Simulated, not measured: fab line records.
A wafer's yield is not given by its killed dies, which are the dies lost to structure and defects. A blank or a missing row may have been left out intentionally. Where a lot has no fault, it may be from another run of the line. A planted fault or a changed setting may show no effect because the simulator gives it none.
Chamber matching -- flow n5Finfet -- rieDiel-04 running N5_MOL_CONTACT_COAG_ETCH_59: 4 sister chambers
The step etches underlayer in N2/H2, target depth 13 nm, time 10.4 s. 18 wafers are shown with their chamber, then 9 later ones without.

== WAFERS WITH THEIR CHAMBER ==
wafer,chamber,drypumpMotorCurrentA (A),showerheadPlenumPTorr (Torr),rfVppV (V)
L077.1,3,4.9,2.62,525.6
L077.2,2,5.3,2.46,520.8
L077.5,1,5.3,2.40,520.5
L079.1,2,5.3,2.46,520.4
L079.4,3,4.9,2.62,525.7
L079.5,1,5.3,2.40,521.0
L080.1,0,5.5,2.51,521.0
L080.3,2,5.3,2.46,520.7
L080.5,3,4.9,2.62,526.4
L084.2,0,5.5,2.51,522.9
L084.3,3,4.9,2.62,525.5
L084.6,3,4.8,2.62,525.7
L092.2,3,4.9,2.61,526.3
L092.3,2,5.3,2.44,520.9
L092.5,2,5.3,2.44,519.8
L094.1,0,5.5,2.50,522.7
L094.3,2,5.3,2.44,519.6
L094.5,3,4.9,2.60,526.9

SIGNATURES (averages over the wafers above)
reading,chamber 0,chamber 1,chamber 2,chamber 3,scatter within a chamber
drypumpMotorCurrentA,5.500,5.300,5.300,4.886,0.0247
showerheadPlenumPTorr,2.5067,2.4000,2.4500,2.6157,0.00861
rfVppV,522.200,520.750,520.367,526.014,0.624
Rule: for a wafer and a chamber, the distance is found by dividing, reading by reading, the gap between the wafer's reading and the chamber's mean by the reading's scatter, squaring, summing and taking the root. If the next closest chamber is less than 2 further off than the closest, the wafer can't be placed; otherwise it belongs to the closest. The scatter: the root of (the sum of the squares of (reading less its chamber's mean) over the shown wafers, divided by (wafers less chambers)).

== WAFERS MISSING THEIR CHAMBER ==
wafer,drypumpMotorCurrentA (A),showerheadPlenumPTorr (Torr),rfVppV (V)
L095.3,4.9,2.60,525.9
L095.4,5.3,2.44,520.7
L095.5,5.3,2.71,528.9
L096.3,5.4,2.50,522.9
L096.5,5.3,2.44,520.5
L096.6,5.4,2.70,530.1
L097.1,5.3,2.70,528.9
L097.2,5.5,2.50,522.8
L097.6,4.9,2.60,525.7

== THE CHAMBER EACH PASSED THROUGH ==
wafer,from the rows above,in truth
L095.3,3,3
L095.4,2,2
L095.5,3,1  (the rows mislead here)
L096.3,0,0
L096.5,2,2
L096.6,3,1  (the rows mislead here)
L097.1,3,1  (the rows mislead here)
L097.2,0,0
L097.6,3,3
Correctly placed: 6 of 9. Number that these rows cannot place: 0. Wrongly placed: 3.
